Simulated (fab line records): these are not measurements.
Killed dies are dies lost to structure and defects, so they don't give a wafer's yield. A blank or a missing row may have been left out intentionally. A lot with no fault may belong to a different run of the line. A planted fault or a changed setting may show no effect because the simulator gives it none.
Chamber matching | flow nandHarc | 4 sister chambers for NHARC_A_CHANNEL_HOLE_D1_DESCUM_15 on rieDiel-13
The step chemistry O2, time 3 s. 14 wafers are shown with their chamber, then 7 later ones without.

WAFERS PAIRED WITH THEIR CHAMBERS
wafer  | chamber | drypumpMotorCurrentA (A) | throttleValvePct (%) | rfVppV (V)
L182.2 | 3       | 5.7                      | 11.313               | 56.8
L182.4 | 1       | 5.6                      | 11.312               | 57.4
L182.5 | 0       | 6.0                      | 11.293               | 57.9
L184.1 | 2       | 5.8                      | 11.299               | 58.2
L184.4 | 3       | 5.7                      | 11.306               | 57.1
L184.6 | 2       | 5.8                      | 11.298               | 57.7
L194.2 | 0       | 6.1                      | 11.307               | 57.3
L194.4 | 3       | 5.7                      | 11.302               | 58.9
L194.6 | 2       | 5.8                      | 11.301               | 57.2
L195.2 | 0       | 5.9                      | 11.327               | 57.6
L195.3 | 3       | 5.7                      | 11.309               | 60.0
L195.4 | 0       | 6.0                      | 11.313               | 57.9
L199.1 | 3       | 5.7                      | 11.294               | 58.2
L199.4 | 0       | 6.0                      | 11.316               | 57.5

SIGNATURES (averages over the wafers above)
reading              | chamber 0 | chamber 1 | chamber 2 | chamber 3 | scatter within a chamber
drypumpMotorCurrentA | 6.000     | 5.600     | 5.800     | 5.700     | 0.0447
throttleValvePct     | 11.31120  | 11.31200  | 11.29933  | 11.30480  | 0.00917
rfVppV               | 57.640    | 57.400    | 57.700    | 58.200    | 0.876
Rule: a wafer lies at a distance from a chamber equal to the root of the sum of squares, over the readings, of (its reading less the chamber's mean, divided by the reading's scatter). The wafer belongs to the nearest chamber; if the next one is less than 2 further off, it can't be placed. How the scatter is found: for the shown wafers, subtract from each reading the mean of its chamber, square and add these, divide the total by (wafers less chambers), then take the root.

WAFERS WHOSE CHAMBER IS MISSING
wafer  | drypumpMotorCurrentA (A) | throttleValvePct (%) | rfVppV (V)
L199.5 | 6.0                      | 11.303               | 58.1
L201.2 | 5.8                      | 11.319               | 58.8
L201.4 | 5.7                      | 11.317               | 58.9
L201.5 | 6.1                      | 11.316               | 58.7
L204.1 | 5.8                      | 11.313               | 57.5
L204.2 | 5.6                      | 11.297               | 56.3
L204.5 | 5.8                      | 11.312               | 59.1

THE CHAMBER EACH PASSED THROUGH
wafer  | from the rows above          | in truth
L199.5 | 0                            | 0
L201.2 | can't be placed: 2 or 3      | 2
L201.4 | can't be placed: 3 or 1 or 2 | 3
L201.5 | 0                            | 0
L204.1 | can't be placed: 2 or 3      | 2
L204.2 | can't be placed: 1 or 3      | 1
L204.5 | can't be placed: 2 or 3      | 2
Correct placement for 2 of the 7. These rows do not allow placing 5 (true chamber among the candidates in 5). Number placed wrongly: 0.
